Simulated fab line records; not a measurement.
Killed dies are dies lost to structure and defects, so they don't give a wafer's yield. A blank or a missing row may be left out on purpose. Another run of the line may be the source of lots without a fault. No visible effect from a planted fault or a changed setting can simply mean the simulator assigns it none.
fab line records	flow nand_harc	part 1 of 2: steps 1 to 21 of 33
record lots=5	wafers=15	last_day=32
route steps=1302 shown P_M2@331 P_BONDPAD@351
lots untouched by any fault: they come from a run of this same line in which no faults occurred
start_h: hours from the record's opening day to when the first of the lot's shown wafers began	wait_h: how many hours have passed since the lot's step before this one	" as in the row above	L1.1+2: a row that stands for several wafers	- no value, or no start given	* or withheld: withheld	< > ~ a bound
route shown NAME@n: NAME is a module with steps in the file, n the number in the route of the first one	usual: the fault-free wafers' mean and standard deviation	same: alike in all rows	chamber/n: place in a boat	sites: each site's reading	_std_site: standard deviation across them	_edge_site: mean of outer sites minus mean of inner sites	radius_mm: how far each site lies from the wafer's centre	mask NAME#n: copy n	behind: the tool/chamber that last shaped the wafer	hold: why the lot went on hold/how many hours it stayed there/how the hold came to an end	device: names the non-switching transistor (n, p or np)	end of line: the route-end tests of the same wafers	a step given without rows: its recipe and nothing more	killed: not the wafer's yield, but the dies lost to structure and defects at the first sort	map: dies across one wafer; x = killed, . = not, _ = none there
set.NAME: the setting as run; set.NAME@STEP: as run at that earlier step	model.NAME: the simulator's own value behind a step, which no gauge read
lots at some steps of the route; a table a step, a row a wafer
services: from which hour (start_h, from the record's first day; less than 0 if before it) a tool's chamber was out of use, for how many hours, and why
## steps
# step NHARC_P_M2_DESCUM_14
# recipe time_s=3	o2_flow_sccm=200	ar_flow_sccm=0	bias_power_w=0	chemistry=O2
# usual chamber_pressure_mTorr=59.99/0.056	drypump_motor_current_A=5.5/0.4	oes_product_au=0.999/0.01	rf_vpp_V=57.6/0.77	showerhead_plenum_p_Torr=1.89/0.056	throttle_valve_pct=11.310/0.0088
lot.wafer	tool	chamber	start_h	wait_h	chamber_pressure_mTorr	drypump_motor_current_A	oes_product_au	rf_hours_counter_h	rf_vpp_V	showerhead_plenum_p_Torr	throttle_valve_pct
L078.3	rie_diel-10	2	173.80	0.1	59.96	5.4	1.011	4.4	57.3	1.93	11.290
L078.4	"	3	"	"	59.97	4.9	1.004	4.5	57.4	1.80	11.325
L078.6	"	2	"	"	59.86	5.4	1.006	-	56.1	1.93	11.319
L082.4	rie_diel-10	3	207.24	0.1	60.03	4.9	1.005	6.6	56.9	1.80	11.301
L082.3	"	0	"	"	60.04	5.2	0.994	5.5	58.0	1.94	11.295
L082.6	"	3	"	"	60.05	4.9	0.998	-	57.7	1.80	11.310
L083.1	rie_diel-11	2	222.29	0.1	60.15	6.1	1.001	8.5	57.0	1.96	11.316
L083.3	"	3	"	"	60.03	5.8	0.995	8.1	57.9	1.90	11.312
L083.5	"	3	"	"	59.97	5.8	1.007	-	56.8	1.90	11.290
L087.1	rie_diel-10	3	274.28	0.1	59.95	4.9	0.985	1.0	58.4	1.80	11.306
L087.5	"	2	"	"	60.02	5.4	0.999	-	57.6	1.93	11.297
L087.6	"	3	"	"	60.01	4.9	0.990	-	57.2	1.80	11.315
L093.3	rie_diel-10	1	319.92	0.1	59.93	5.5	1.012	3.1	58.1	1.91	11.325
L093.6	"	1	"	"	59.93	5.5	1.007	-	59.4	1.91	11.315
L093.5	"	2	"	"	59.99	5.4	1.004	-	56.7	1.93	11.308
# step NHARC_P_M2_ETCH_35
# recipe target_depth_a=400	overetch_a=120	time_s=43.94	ion_energy_ev=200	n2_flow_sccm=150	h2_flow_sccm=150	ar_flow_sccm=0	rf_w=400	bias_w=150	chemistry=N2/H2
# usual chamber_pressure_mTorr=30.001/0.03	drypump_motor_current_A=5.5/0.4	oes_product_au=0.999/0.0089	rf_vpp_V=429.9/2	showerhead_plenum_p_Torr=2.01/0.063	throttle_valve_pct=14.171/0.0088
lot.wafer	tool	chamber	start_h	wait_h	chamber_pressure_mTorr	drypump_motor_current_A	oes_product_au	rf_hours_counter_h	rf_vpp_V	showerhead_plenum_p_Torr	throttle_valve_pct
L078.3	rie_diel-10	0	173.88	0.1	30.014	5.2	0.998	3.6	431.0	2.07	14.163
L078.4	"	2	"	"	29.975	5.5	0.996	4.4	431.7	2.05	14.176
L078.6	"	3	"	"	29.996	4.9	1.000	-	426.8	1.91	14.154
L082.4	rie_diel-10	3	207.33	0.1	30.010	4.9	1.000	6.6	427.3	1.91	14.180
L082.3	"	2	"	"	29.972	5.4	1.006	6.6	431.6	2.05	14.179
L082.6	"	3	"	"	30.030	4.9	1.011	-	426.4	1.91	14.179
L083.1	rie_diel-11	0	222.38	0.1	30.032	5.7	0.990	7.6	430.1	2.01	14.179
L083.3	"	3	"	"	29.980	5.8	0.994	8.1	431.2	2.02	14.183
L083.5	"	0	"	"	30.022	5.8	0.995	-	430.0	2.01	14.163
L087.1	rie_diel-10	2	274.36	0.1	29.992	5.4	1.000	1.3	432.8	2.05	14.176
L087.5	"	1	"	"	30.048	5.5	1.004	-	430.2	2.03	14.166
L087.6	"	2	"	"	29.993	5.4	1.010	-	430.1	2.05	14.175
L093.3	rie_diel-10	2	320.00	0.1	30.009	5.4	1.013	3.0	431.3	2.05	14.169
L093.6	"	2	"	"	30.021	5.4	0.997	-	431.4	2.05	14.180
L093.5	"	3	"	"	30.014	4.9	0.988	-	426.3	1.91	14.168
# step NHARC_P_M2_ETCH_15
# recipe target_depth_a=1825	time_s=91.2	c4f8_flow_sccm=withheld	ar_flow_sccm=400	rf_w=600	bias_w=300	chemistry=C4F8/Ar
# usual chamber_pressure_mTorr=25.000/0.023	oes_product_au=0.942/0.024	rf_vpp_V=440.0/1.9
lot.wafer	tool	chamber	start_h	wait_h	chamber_pressure_mTorr	oes_product_au	rf_hours_counter_h	rf_vpp_V
L078.3	rie_diel-10	3	-	-	24.988	0.932	4.5	438.2
L078.4	"	0	"	"	24.994	0.929	3.7	441.5
L078.6	"	2	"	"	24.972	0.926	-	440.9
L082.3	rie_diel-10	2	-	-	24.991	0.918	6.6	440.8
L082.4	"	0	"	"	25.017	0.921	5.5	441.5
L082.6	"	1	"	"	24.961	0.946	-	440.4
L083.1	rie_diel-11	1	-	-	24.946	0.929	8.9	439.9
L083.3	"	2	"	"	24.975	0.926	8.5	442.9
L083.5	"	0	"	"	24.987	0.913	-	439.5
L087.1	rie_diel-10	0	-	-	25.055	0.992	1.2	441.3
L087.6	"	3	"	"	25.012	0.950	-	437.4
L087.5	"	0	"	"	25.051	0.985	-	440.7
L093.3	rie_diel-10	3	-	-	25.034	0.969	2.9	438.5
L093.5	"	1	"	"	24.971	0.974	-	441.0
L093.6	"	2	"	"	24.981	0.962	-	439.8
# step NHARC_P_M2_CD_MEAS_16
# usual cd_nm=170.1/0.79
lot.wafer	tool	chamber	start_h	wait_h	cd_nm
L078.3	cd_sem-03	-	174.10	-	169.9
L078.4	"	-	"	"	168.0
L078.6	"	-	"	"	170.2
L082.3	cd_sem-03	-	207.55	-	171.1
L082.4	"	-	"	"	169.4
L082.6	"	-	"	"	169.8
L083.1	cd_sem-03	-	222.60	-	169.5
L083.3	"	-	"	"	169.7
L083.5	"	-	"	"	170.6
L087.1	cd_sem-03	-	274.57	-	168.9
L087.5	"	-	"	"	170.8
L087.6	"	-	"	"	170.1
L093.3	cd_sem-02	-	320.24	-	170.7
L093.5	"	-	"	"	170.7
L093.6	"	-	"	"	170.3
# step NHARC_P_M2_STRIP_18
# recipe power_w=1000	n2_flow_sccm=150	h2_flow_sccm=150	ar_flow_sccm=0	bias_w=0	chemistry=N2/H2
# usual chamber_pressure_mTorr=30.001/0.03	drypump_motor_current_A=5.5/0.4	oes_product_au=0.998/0.01	rf_vpp_V=90.5/0.87	showerhead_plenum_p_Torr=2.01/0.06	throttle_valve_pct=14.172/0.01
lot.wafer	tool	chamber	start_h	wait_h	chamber_pressure_mTorr	drypump_motor_current_A	oes_product_au	rf_hours_counter_h	rf_vpp_V	showerhead_plenum_p_Torr	throttle_valve_pct
L078.4	rie_diel-10	3	174.17	0.1	29.989	4.9	1.003	4.6	89.8	1.91	14.154
L078.3	"	2	"	"	30.038	5.5	0.992	4.4	91.0	2.05	14.187
L078.6	"	3	"	"	29.962	4.9	0.999	-	88.7	1.91	14.151
L082.4	rie_diel-02	2	207.65	0.1	30.048	4.9	1.000	8.2	89.8	1.92	14.167
L082.3	"	3	"	"	30.014	6.3	0.984	8.3	91.2	1.96	14.168
L082.6	"	1	"	"	30.013	5.8	0.984	-	90.3	2.09	14.170
L083.3	rie_diel-11	2	222.67	0.1	29.979	6.1	1.004	8.5	91.1	2.09	14.179
L083.1	"	3	"	"	30.003	5.8	0.987	8.2	91.2	2.02	14.169
L083.5	"	2	"	"	30.025	6.1	0.996	-	89.7	2.09	14.173
L087.1	rie_diel-10	0	274.70	0.1	30.020	5.2	1.004	1.3	89.8	2.07	14.152
L087.6	"	2	"	"	30.007	5.4	1.000	-	91.2	2.05	14.173
L087.5	"	3	"	"	30.029	4.9	0.999	-	89.9	1.91	14.180
L093.3	rie_diel-02	0	320.31	0.1	30.008	5.8	1.001	5.9	90.2	1.92	14.156
L093.6	"	0	"	"	29.969	5.8	0.999	-	89.5	1.92	14.172
L093.5	"	3	"	"	30.012	6.4	0.981	-	90.3	1.96	14.164
# step NHARC_P_M2_ETCH_28
# recipe target_depth_a=300	over_etch_frac=0.3	time_s=72.99	ion_energy_ev=150	cf4_flow_sccm=50	n2_flow_sccm=100	ar_flow_sccm=150	rf_w=300	bias_w=100	chemistry=CF4/N2
# usual chamber_pressure_mTorr=30.002/0.025	drypump_motor_current_A=5.5/0.39	oes_product_au=0.999/0.0099	rf_vpp_V=313.6/1.5	showerhead_plenum_p_Torr=2.59/0.071	throttle_valve_pct=19.795/0.0099
lot.wafer	tool	chamber	start_h	wait_h	chamber_pressure_mTorr	drypump_motor_current_A	oes_product_au	rf_hours_counter_h	rf_vpp_V	showerhead_plenum_p_Torr	throttle_valve_pct
L078.3	rie_diel-10	0	-	-	29.996	5.2	0.989	3.7	313.0	2.66	19.794
L078.4	"	1	"	"	30.011	5.5	1.024	4.7	314.9	2.62	19.783
L078.6	"	0	"	"	30.041	5.2	1.011	-	314.1	2.66	19.788
L082.4	rie_diel-02	0	-	-	30.011	5.8	0.984	6.8	312.9	2.49	19.811
L082.3	"	2	"	"	30.015	4.9	1.004	8.2	311.2	2.48	19.793
L082.6	"	0	"	"	29.963	5.7	1.001	-	313.0	2.49	19.792
L083.3	rie_diel-11	3	-	-	29.973	5.8	0.996	8.2	313.5	2.61	19.791
L083.1	"	0	"	"	29.984	5.7	1.000	7.7	314.7	2.60	19.788
L083.5	"	0	"	"	29.942	5.7	0.997	-	313.7	2.60	19.789
L087.1	rie_diel-10	3	-	-	30.022	4.9	0.995	1.1	311.2	2.47	19.793
L087.5	"	2	"	"	30.013	5.4	1.009	-	316.7	2.64	19.779
L087.6	"	3	"	"	30.004	4.9	0.994	-	310.6	2.47	19.799
L093.3	rie_diel-02	3	-	-	30.003	6.3	0.980	5.5	311.5	2.53	19.793
L093.5	"	0	"	"	29.965	5.7	1.005	-	310.9	2.49	19.802
L093.6	"	3	"	"	30.004	6.3	0.982	-	313.2	2.53	19.792
# step NHARC_P_M2_STRIP_19
# recipe time_s=600	temp_c=30	chemistry=post_etch_residue_remover
lot.wafer	tool	chamber	start_h	wait_h
L078.4+3+6	wet_bench-10	3,7,0	174.54	-
L082.6+4+3	wet_bench-10	4,5,6	208.00	-
L083.1+5+3	wet_bench-08	1,4,5	223.04	-
L087.1+6+5	wet_bench-08	4,6,7	275.02	-
L093.3+5+6	wet_bench-08	1,4,6	320.75	-
# step NHARC_P_M2_DEGAS_29
# recipe temp_c=250	time_s=60
# usual heater_power_w=333/18
lot.wafer	tool	chamber	start_h	wait_h	heater_power_w
L078.4	pvd_sputter-01	-	174.81	-	324
L078.3	"	-	"	"	329
L078.6	"	-	"	"	357
L082.3	pvd_sputter-02	-	208.27	-	335
L082.4	"	-	"	"	314
L082.6	"	-	"	"	328
L083.1	pvd_sputter-02	-	223.33	-	328
L083.3	"	-	"	"	319
L083.5	"	-	"	"	344
L087.1	pvd_sputter-01	-	275.29	-	331
L087.5	"	-	"	"	355
L087.6	"	-	"	"	328
L093.3	pvd_sputter-01	-	321.03	-	357
L093.6	"	-	"	"	327
L093.5	"	-	"	"	338
# step NHARC_P_M2_PRE_CLEAN_30
# recipe time_s=30	temp_c=280	gas=H2/He
# usual heater_power_w=408/23
lot.wafer	tool	chamber	start_h	wait_h	heater_power_w
L078.4	pvd_sputter-01	-	-	-	435
L078.3	"	-	"	"	404
L078.6	"	-	"	"	407
L082.3	pvd_sputter-02	-	-	-	401
L082.4	"	-	"	"	435
L082.6	"	-	"	"	403
L083.3	pvd_sputter-02	-	-	-	402
L083.1	"	-	"	"	443
L083.5	"	-	"	"	397
L087.1	pvd_sputter-01	-	-	-	395
L087.6	"	-	"	"	402
L087.5	"	-	"	"	388
L093.3	pvd_sputter-01	-	-	-	403
L093.6	"	-	"	"	425
L093.5	"	-	"	"	410
# step NHARC_P_M2_PVD_20
# recipe target_thk_a=50	bias_v=168.6	power_w=15000	chamber_pressure_pa=0.12	time_s=8.06	substrate_temp_c=50	material=TaN
# usual chamber_pressure_pa=0.11999/0.00026	throttle_valve_pct=29.6/0.53
lot.wafer	tool	chamber	start_h	wait_h	chamber_pressure_pa	throttle_valve_pct
L078.3	pvd_sputter-01	-	-	-	0.12001	29.7
L078.4	"	-	"	"	0.11986	28.8
L078.6	"	-	"	"	0.11995	30.6
L082.4	pvd_sputter-02	-	-	-	0.11985	30.0
L082.3	"	-	"	"	0.11959	29.6
L082.6	"	-	"	"	0.11974	29.7
L083.3	pvd_sputter-02	-	-	-	0.12017	29.5
L083.1	"	-	"	"	0.12036	30.3
L083.5	"	-	"	"	0.11965	29.7
L087.1	pvd_sputter-01	-	-	-	0.12011	29.5
L087.5	"	-	"	"	0.11996	30.1
L087.6	"	-	"	"	0.12036	28.9
L093.3	pvd_sputter-01	-	-	-	0.12014	30.3
L093.5	"	-	"	"	0.11998	29.0
L093.6	"	-	"	"	0.12032	29.8
# step NHARC_P_M2_PVD_21
# recipe target_thk_a=300	chamber_pressure_pa=5	power_w=5000	substrate_temp_c=30	time_s=20.49	material=Cu
# usual chamber_pressure_pa=4.999/0.01	throttle_valve_pct=29.6/0.5
lot.wafer	tool	chamber	start_h	wait_h	chamber_pressure_pa	throttle_valve_pct
L078.3	pvd_sputter-01	-	-	-	5.004	29.4
L078.4	"	-	"	"	5.005	29.6
L078.6	"	-	"	"	4.995	29.8
L082.4	pvd_sputter-02	-	-	-	4.998	30.1
L082.3	"	-	"	"	4.985	29.7
L082.6	"	-	"	"	5.007	28.6
L083.3	pvd_sputter-02	-	-	-	4.987	28.7
L083.1	"	-	"	"	4.995	29.6
L083.5	"	-	"	"	4.989	29.8
L087.1	pvd_sputter-01	-	-	-	4.991	30.1
L087.5	"	-	"	"	4.989	29.7
L087.6	"	-	"	"	5.000	29.4
L093.3	pvd_sputter-01	-	-	-	4.997	29.5
L093.6	"	-	"	"	4.999	29.4
L093.5	"	-	"	"	5.001	29.7
# step NHARC_P_M2_ECD_22
# recipe target_thk_a=4000	bath_temp_c=25	material=Cu
lot.wafer	tool	chamber	start_h	wait_h
L078.4+3+6	ecd_cu-01	1,0,1	175.28	-
L082.3+4+6	ecd_cu-02	1,0,1	208.72	-
L083.1+3+5	ecd_cu-01	1,1,0	223.67	-
L087.1+5+6	ecd_cu-02	1,1,0	275.65	-
L093.3+6+5	ecd_cu-01	1,0,1	321.53	-
# step NHARC_P_M2_ANNEAL_31
# recipe temp_c=225	time_s=90
# usual anneal_temp_c=225.00/0.18	wafer_temp_C_max=226.0/0.46
lot.wafer	tool	chamber	start_h	wait_h	anneal_temp_c	wafer_temp_C_max
L078.3	rtp_anneal-01	0	175.66	-	224.74	225.8
L078.4	"	0	"	"	224.64	225.9
L078.6	"	0	"	"	224.96	226.2
L082.3	rtp_anneal-02	0	209.11	0.3	224.98	226.2
L082.4	"	0	"	"	225.11	226.9
L082.6	"	0	"	"	225.28	226.9
L083.1	rtp_anneal-02	0	224.06	0.3	225.01	226.7
L083.3	"	0	"	"	224.79	226.6
L083.5	"	0	"	"	225.15	226.5
L087.1	rtp_anneal-01	0	276.02	-	224.87	225.9
L087.5	"	0	"	"	225.10	226.0
L087.6	"	0	"	"	224.94	226.0
L093.3	rtp_anneal-02	0	321.88	-	225.14	226.9
L093.5	"	0	"	"	225.01	226.3
L093.6	"	0	"	"	225.10	226.6
# step NHARC_P_M2_CMP_23
# recipe t_overpolish_s=20	target_thk_nm=144.3
# usual motor_current_A=11.9/1	time_to_endpoint_s=28.6/2.7
lot.wafer	tool	chamber	start_h	wait_h	motor_current_A	time_to_endpoint_s
L078.4	cmp-04	3	175.92	-	12.0	28.3
L078.3	"	0	"	"	10.3	24.8
L078.6	"	2	"	"	12.8	26.0
L082.3	cmp-03	3	209.38	-	11.3	28.6
L082.4	"	0	"	"	14.2	29.4
L082.6	"	2	"	"	11.9	31.3
L083.3	cmp-01	2	224.40	-	11.7	30.1
L083.1	"	1	"	"	11.1	29.7
L083.5	"	3	"	"	10.9	29.1
L087.1	cmp-01	0	276.37	-	13.3	28.9
L087.6	"	0	"	"	13.2	29.0
L087.5	"	1	"	"	11.2	26.8
L093.3	cmp-03	1	322.13	-	13.4	31.9
L093.6	"	1	"	"	12.6	31.1
L093.5	"	2	"	"	11.5	30.5
# step NHARC_P_M2_THK_MEAS_24
# recipe thk_meas_gauge=xrf
# usual thk_nm=143.9/1.5
lot.wafer	tool	chamber	start_h	wait_h	thk_nm
L078.3	film_metro-02	-	176.22	-	142.3
L078.4	"	-	"	"	144.2
L078.6	"	-	"	"	140.1
L082.3	film_metro-02	-	209.67	-	143.3
L082.4	"	-	"	"	144.6
L082.6	"	-	"	"	144.0
L083.1	film_metro-02	-	224.71	-	145.1
L083.3	"	-	"	"	145.8
L083.5	"	-	"	"	145.5
L087.1	film_metro-01	-	276.69	-	142.7
L087.5	"	-	"	"	142.9
L087.6	"	-	"	"	143.3
L093.3	film_metro-01	-	322.44	-	145.6
L093.5	"	-	"	"	143.5
L093.6	"	-	"	"	143.3
# step NHARC_P_M2_SRD_25
lot.wafer	tool	chamber	start_h	wait_h
L078.6+4+3	wet_bench-10	1,2,3	176.25	0.0
L082.6+3+4	wet_bench-10	4,5,6	209.72	0.0
L083.1+5+3	wet_bench-10	4,5,6	224.77	0.1
L087.5+6+1	wet_bench-08	3,6,7	276.73	0.0
L093.5+6+3	wet_bench-08	2,3,6	322.48	0.0
# step NHARC_P_M2_INSPECT_27
# usual raw_defect_count=348/130
lot.wafer	tool	chamber	start_h	wait_h	raw_defect_count
L078.3	defect_inspect-01	-	176.37	0.0	243
L078.4	"	-	"	"	256
L078.6	"	-	"	"	524
L082.3	defect_inspect-01	-	209.82	0.0	226
L082.4	"	-	"	"	323
L082.6	"	-	"	"	235
L083.1	defect_inspect-02	-	224.87	0.0	256
L083.3	"	-	"	"	445
L083.5	"	-	"	"	422
L087.1	defect_inspect-01	-	276.84	0.0	281
L087.5	"	-	"	"	646
L087.6	"	-	"	"	452
L093.3	defect_inspect-02	-	322.60	0.0	264
L093.5	"	-	"	"	324
L093.6	"	-	"	"	271
# step NHARC_P_M2_PRE_CLEAN_32
# recipe time_s=12	temp_c=370	rf_power_w=300	gas=NH3
# usual heater_power_outer_w=375/62	heater_power_w=645/94
lot.wafer	tool	chamber	start_h	wait_h	heater_power_outer_w	heater_power_w
L078.3	pecvd-04	1	176.45	0.1	457	707
L078.4	"	0	"	"	399	706
L078.6	"	1	"	"	449	723
L082.3	pecvd-02	0	209.89	0.1	376	641
L082.4	"	0	"	"	382	657
L082.6	"	1	"	"	292	575
L083.1	pecvd-02	0	224.95	0.1	354	621
L083.3	"	1	"	"	273	523
L083.5	"	1	"	"	274	526
L087.1	pecvd-01	0	276.94	0.1	372	616
L087.6	"	0	"	"	371	605
L087.5	"	2	"	"	437	777
L093.3	pecvd-04	1	322.67	0.1	474	725
L093.5	"	1	"	"	452	729
L093.6	"	0	"	"	323	626
# step NHARC_P_M2_DEP_33
# recipe target_thk_a=300	temp_c=370	target_thk_nm=30	pressure_torr=3	flow_sccm=200	rf_w=450	material=SiCN
# usual heater_power_outer_w=334/63	heater_power_w=587/94
lot.wafer	tool	chamber	start_h	wait_h	heater_power_outer_w	heater_power_w
L078.3	pecvd-04	1	176.56	0.1	385	627
L078.4	"	0	"	"	290	561
L078.6	"	1	"	"	377	621
L082.3	pecvd-02	0	209.97	0.1	322	566
L082.4	"	0	"	"	325	566
L082.6	"	1	"	"	224	456
L083.1	pecvd-02	0	225.06	0.1	355	608
L083.3	"	1	"	"	232	482
L083.5	"	1	"	"	235	481
L087.1	pecvd-01	0	277.02	0.1	333	551
L087.6	"	0	"	"	333	548
L087.5	"	2	"	"	409	717
L093.3	pecvd-04	1	322.74	0.1	363	599
L093.5	"	1	"	"	363	584
L093.6	"	0	"	"	279	537
# step NHARC_P_BONDPAD_DEP_00
# recipe target_thk_a=2500	temp_c=370	target_thk_nm=250	pressure_torr=3	flow_sccm=200	rf_w=450	material=SiCN
# usual heater_power_outer_w=354/59	heater_power_w=626/94
lot.wafer	tool	chamber	start_h	wait_h	heater_power_outer_w	heater_power_w
L078.3	pecvd-01	2	176.91	-	376	665
L078.6	"	0	"	"	336	553
L078.4	"	1	"	"	423	702
L082.3	pecvd-04	1	210.38	-	409	655
L082.4	"	2	"	"	378	732
L082.6	"	0	"	"	258	537
L083.3	pecvd-04	2	225.43	-	412	753
L083.1	"	0	"	"	312	601
L083.5	"	1	"	"	432	728
L087.1	pecvd-01	2	-	-	396	681
L087.6	"	0	"	"	334	537
L087.5	"	1	"	"	408	705
L093.3	pecvd-02	1	323.14	-	253	485
L093.6	"	1	"	"	257	492
L093.5	"	2	"	"	329	524
# step NHARC_P_BONDPAD_CMP_32
# recipe target_thk_nm=200	material=SiCN
# usual motor_current_A=12.2/1
lot.wafer	tool	chamber	start_h	wait_h	motor_current_A
L078.4	cmp-02	3	177.34	-	12.3
L078.3	"	1	"	"	12.2
L078.6	"	3	"	"	12.5
L082.4	cmp-01	0	210.79	-	14.2
L082.3	"	1	"	"	11.7
L082.6	"	0	"	"	12.8
L083.3	cmp-02	0	225.85	-	12.7
L083.1	"	1	"	"	11.4
L083.5	"	1	"	"	11.1
L087.1	cmp-02	1	277.83	-	11.4
L087.5	"	1	"	"	11.3
L087.6	"	2	"	"	11.2
L093.3	cmp-02	1	323.56	-	11.5
L093.6	"	0	"	"	13.1
L093.5	"	1	"	"	12.0
